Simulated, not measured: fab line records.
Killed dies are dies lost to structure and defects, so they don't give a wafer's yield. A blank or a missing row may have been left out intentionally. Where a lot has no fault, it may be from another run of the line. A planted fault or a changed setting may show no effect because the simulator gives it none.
Which tool did it? -- flow n5 finfet -- 36 wafers from 12 lots sampled at 4 of the route's 1938 steps

## WHAT THE GAUGES SHOWED, per wafer
The record holds no reading of a measuring or inspecting step that can be judged against a usual standard deviation.

## TOOL THAT RAN EACH LOT (tool first, then ch and the chambers of the sampled wafers, then the start)
lot,N5_BEOL_M10_SPUTTER_48,N5_BEOL_M11_CURE_71,N5_BEOL_M11_HM_DEP_02,N5_BEOL_M11_COAT_05
L613,"pvd sputter-02, day 11 02:29","uv cure-03 ch 0, day 11 03:51","pvd sputter-02, day 11 05:07","litho track-05 ch 0, day 11 05:15"
L615,"pvd sputter-02, day 11 09:40","uv cure-02 ch 1, day 11 10:56","pvd sputter-03, day 11 12:18","litho track-04 ch 0, day 11 12:26"
L614,"pvd sputter-01, day 11 10:08","uv cure-02 ch 0, day 11 12:32","pvd sputter-02, day 11 13:47","litho track-01 ch 0, day 11 13:55"
L616,"pvd sputter-03, day 11 12:24","uv cure-02 ch 0, day 11 14:06","pvd sputter-03, day 11 15:52","litho track-04 ch 0, day 11 15:59"
L618,"pvd sputter-02, day 12 16:01","uv cure-02 ch 0, day 12 17:59","pvd sputter-01, day 12 19:42","litho track-01 ch 0, day 12 19:50"
L620,"pvd sputter-02, day 13 12:34","uv cure-03 ch 2, day 13 13:46","pvd sputter-02, day 13 17:34","litho track-01 ch 0, day 13 17:42"
L621,"pvd sputter-03, day 14 05:05","uv cure-01 ch 2, day 14 06:28","pvd sputter-01, day 14 08:22","litho track-05 ch 0, day 14 08:30"
L622,"pvd sputter-01, day 14 05:13","uv cure-01 ch 2, day 14 06:47","pvd sputter-01, day 14 08:49","litho track-04 ch 0, day 14 08:56"
L626,"pvd sputter-01, day 14 10:03","uv cure-02 ch 1, day 14 11:17","pvd sputter-02, day 14 13:36","litho track-01 ch 0, day 14 13:44"
L627,"pvd sputter-03, day 15 02:18","uv cure-03 ch 2, day 15 03:24","pvd sputter-02, day 15 04:35","litho track-01 ch 0, day 15 04:43"
L629,"pvd sputter-02, day 15 10:51","uv cure-03 ch 0, day 15 12:05","pvd sputter-01, day 15 13:14","litho track-05 ch 0, day 15 13:22"
L632,"pvd sputter-01, day 16 17:47","uv cure-03 ch 0, day 16 19:11","pvd sputter-03, day 16 23:16","litho track-05 ch 0, day 16 23:23"
- N5_BEOL_M10_SPUTTER_48: material Cu, target thk 12 nm, time 2 s.
- N5_BEOL_M11_CURE_71: cures SiCOH lowk, time 240 s.
- N5_BEOL_M11_HM_DEP_02: deposits TiN, target thk 20 nm.
- N5_BEOL_M11_COAT_05: resist thk 90 nm.

## AS READ BY THE TOOLS THEMSELVES (means over the sampled wafers that have a number; for cases with no such wafer, the mark the record gives instead)
N5_BEOL_M10_SPUTTER_48.
lot,tool,throttle valve pct (%)
L613,pvd sputter-02,28.6
L615,pvd sputter-02,29.2
L614,pvd sputter-01,30.1
L616,pvd sputter-03,30.3
L618,pvd sputter-02,28.7
L620,pvd sputter-02,28.8
L621,pvd sputter-03,30.4
L622,pvd sputter-01,29.8
L626,pvd sputter-01,29.6
L627,pvd sputter-03,30.3
L629,pvd sputter-02,28.8
L632,pvd sputter-01,30.1

N5_BEOL_M11_CURE_71.
lot,tool,lamp power pct (%),wafer_temp_C_max
L613,uv cure-03,52.37,386.3
L615,uv cure-02,52.34,388.2
L614,uv cure-02,52.34,386.7
L616,uv cure-02,52.28,387.5
L618,uv cure-02,52.34,387.2
L620,uv cure-03,52.39,386.5
L621,uv cure-01,52.36,388.3
L622,uv cure-01,52.33,387.4
L626,uv cure-02,52.29,388.2
L627,uv cure-03,52.33,386.3
L629,uv cure-03,52.32,386.8
L632,uv cure-03,52.35,386.6

N5_BEOL_M11_HM_DEP_02.
lot,tool,throttle valve pct (%)
L613,pvd sputter-02,29.3
L615,pvd sputter-03,29.4
L614,pvd sputter-02,28.6
L616,pvd sputter-03,29.4
L618,pvd sputter-01,29.6
L620,pvd sputter-02,29.4
L621,pvd sputter-01,28.9
L622,pvd sputter-01,30.1
L626,pvd sputter-02,28.9
L627,pvd sputter-02,29.1
L629,pvd sputter-01,29.0
L632,pvd sputter-03,30.4

N5_BEOL_M11_COAT_05.
lot,tool,chill plate temp C (C),exhaust pa (Pa),spin speed rpm (rpm)
L613,litho track-05,22.96,44.6,1500.0
L615,litho track-04,23.11,44.3,1499.3
L614,litho track-01,23.00,44.9,1500.0
L616,litho track-04,23.07,44.8,1501.1
L618,litho track-01,23.15,44.8,1501.6
L620,litho track-01,22.99,44.4,1344.3
L621,litho track-05,22.92,45.5,1499.5
L622,litho track-04,22.87,45.8,1499.7
L626,litho track-01,22.96,45.2,1344.0
L627,litho track-01,23.08,45.6,1343.5
L629,litho track-05,22.94,43.2,1500.1
L632,litho track-05,23.05,45.1,1500.3

## THE ANSWER, worked out from the rows above alone
Rule: usual is defined by the lots themselves. The widest of any qualifying gaps counts: lots, ordered by their means at a reading, are off when they make up no more than a third of the lots, leave a main group of 4 or more, and stand apart from it by 3 or more times the standard deviation of that group's means. A main group is skipped when, at the precision printed for the reading in the tables above, its means are all equal. Also off: a lot with no number at a reading for which 4 or more lots have one. Any other lot the step has rows for is counted as sound. The gauges are gone through in route order, then the tools' own readings, and for those a lot's mean is taken as printed above. At the first step where some lot is off, the reading lying furthest off is the one used; lots without a number count as furthest.
Off: L620, L626, L627 (N5_BEOL_M11_COAT_05, spin speed rpm). Mean 1500.2 rpm and standard deviation 0.7 in the main group.
If a tool, at that step or one of the process steps before it, ran each lot that is off and ran no sound lot following the first of them, it fits. This does not decide it: 2 tools fit, namely pvd sputter-02 at N5_BEOL_M11_HM_DEP_02 and litho track-01 at N5_BEOL_M11_COAT_05.

## WHAT THE SIMULATOR PUT IN
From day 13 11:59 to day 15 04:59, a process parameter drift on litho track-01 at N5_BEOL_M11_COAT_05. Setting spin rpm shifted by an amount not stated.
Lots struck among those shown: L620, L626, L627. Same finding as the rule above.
